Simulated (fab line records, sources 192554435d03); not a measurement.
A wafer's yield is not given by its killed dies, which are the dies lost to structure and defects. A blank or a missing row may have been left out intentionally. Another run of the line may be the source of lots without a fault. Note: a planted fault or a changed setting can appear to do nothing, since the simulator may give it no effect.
The tool behind it: which one? + flow n5_finfet + 39 wafers from 13 lots sampled at 3 of the route's 1938 steps

== WHAT THE GAUGES SHOWED, per wafer ==
N5_BEOL_M14_RS_MEAS_54: the measuring method here is four-point-probe.
| lot  | measured     | on            | M14_RS (ohm/sq)      |
|------|--------------|---------------|----------------------|
| L559 | day 11 02:41 | film_metro-01 | 0.0327 0.0325 0.0325 |
| L561 | day 11 13:03 | film_metro-02 | 0.0334 0.0336 0.0323 |
| L560 | day 11 17:44 | film_metro-02 | 0.0325 0.0335 0.0331 |
| L562 | day 12 04:32 | film_metro-02 | 0.0326 0.0329 0.0326 |
| L563 | day 12 18:32 | film_metro-01 | 0.0324 0.0332 0.0327 |
| L570 | day 15 11:43 | film_metro-01 | 0.0328 0.0327 0.0321 |
| L573 | day 15 12:07 | film_metro-02 | 0.0335 0.0328 0.0330 |
| L575 | day 15 14:41 | film_metro-02 | 0.0329 0.0323 0.0331 |
| L576 | day 16 06:17 | film_metro-02 | 0.0324 0.0320 0.0323 |
| L577 | day 16 10:43 | film_metro-02 | 0.0329 0.0333 0.0331 |
| L579 | day 16 11:47 | film_metro-01 | 0.0333 0.0333 0.0326 |
| L578 | day 16 16:31 | film_metro-01 | 0.0328 0.0331 0.0327 |
| L582 | day 18 06:04 | film_metro-02 | 0.0330 0.0328 0.0330 |

N5_BEOL_M15_THK_MEAS_01.
| lot  | measured     | on            | M15_ILD_THK (nm) |
|------|--------------|---------------|------------------|
| L559 | day 11 03:00 | film_metro-02 | 1602 1602 1642   |
| L561 | day 11 13:28 | film_metro-01 | 1630 1648 1619   |
| L560 | day 11 18:09 | film_metro-01 | 1628 1625 1622   |
| L562 | day 12 04:58 | film_metro-02 | 1588 1605 1610   |
| L563 | day 12 18:50 | film_metro-01 | 1593 1597 1633   |
| L570 | day 15 12:02 | film_metro-02 | 1618 1654 1639   |
| L573 | day 15 12:25 | film_metro-01 | 1601 1605 1633   |
| L575 | day 15 15:01 | film_metro-01 | 1602 1617 1658   |
| L576 | day 16 06:36 | film_metro-02 | 1633 1631 1644   |
| L577 | day 16 11:01 | film_metro-01 | 1635 1630 1655   |
| L579 | day 16 12:06 | film_metro-02 | 1622 1628 1664   |
| L578 | day 16 16:49 | film_metro-02 | 1594 1598 1613   |
| L582 | day 18 06:29 | film_metro-02 | 1595 1647 1637   |

== WHICH TOOL RAN EACH LOT (tool, then ch and the chambers of the sampled wafers, then the start) ==
| lot  | N5_BEOL_M14_ANNEAL_48            |
|------|----------------------------------|
| L559 | rtp_anneal-01 ch 0, day 11 02:00 |
| L561 | rtp_anneal-02 ch 0, day 11 10:52 |
| L560 | rtp_anneal-01 ch 0, day 11 17:05 |
| L562 | rtp_anneal-02 ch 0, day 12 03:52 |
| L563 | rtp_anneal-02 ch 0, day 12 17:16 |
| L570 | rtp_anneal-01 ch 0, day 15 11:05 |
| L573 | rtp_anneal-01 ch 0, day 15 11:23 |
| L575 | rtp_anneal-01 ch 0, day 15 13:52 |
| L576 | rtp_anneal-02 ch 0, day 16 05:33 |
| L577 | rtp_anneal-01 ch 0, day 16 09:59 |
| L579 | rtp_anneal-01 ch 0, day 16 10:55 |
| L578 | rtp_anneal-01 ch 0, day 16 15:47 |
| L582 | rtp_anneal-02 ch 0, day 18 05:21 |
- N5_BEOL_M14_ANNEAL_48: time 90 s.

== AS READ BY THE TOOLS THEMSELVES (means over the sampled wafers that have a number; for cases with no such wafer, the mark the record gives instead) ==
N5_BEOL_M14_ANNEAL_48.
| lot  | tool          | wafer_temp_C_max |
|------|---------------|------------------|
| L559 | rtp_anneal-01 | 226.2            |
| L561 | rtp_anneal-02 | 226.0            |
| L560 | rtp_anneal-01 | 226.1            |
| L562 | rtp_anneal-02 | 225.8            |
| L563 | rtp_anneal-02 | 226.0            |
| L570 | rtp_anneal-01 | 226.2            |
| L573 | rtp_anneal-01 | 226.1            |
| L575 | rtp_anneal-01 | 226.4            |
| L576 | rtp_anneal-02 | 226.0            |
| L577 | rtp_anneal-01 | 226.2            |
| L579 | rtp_anneal-01 | 226.6            |
| L578 | rtp_anneal-01 | 226.0            |
| L582 | rtp_anneal-02 | 226.3            |

== THE ANSWER, worked out from the rows above alone ==
Rule: the usual values come from the lots themselves. The widest of any qualifying gaps counts: lots, ordered by their means at a reading, are off when they make up no more than a third of the lots, leave a main group of 4 or more, and stand apart from it by 3 or more times the standard deviation of that group's means. A main group whose means are all the same, to the digits that the tables above print for the reading, isn't used. Also off: a lot with no number at a reading for which 4 or more lots have one. The other lots that the step has rows for count as sound. Order of review: gauges by route order, followed by the tools' own readings, for which a lot's mean as printed above is used. At the first step where some lot is off, the reading lying furthest off is the one used; lots without a number count as furthest.
No lot is off on any of the readings shown, so nothing can be concluded from this.

== WHAT THE SIMULATOR PUT IN ==
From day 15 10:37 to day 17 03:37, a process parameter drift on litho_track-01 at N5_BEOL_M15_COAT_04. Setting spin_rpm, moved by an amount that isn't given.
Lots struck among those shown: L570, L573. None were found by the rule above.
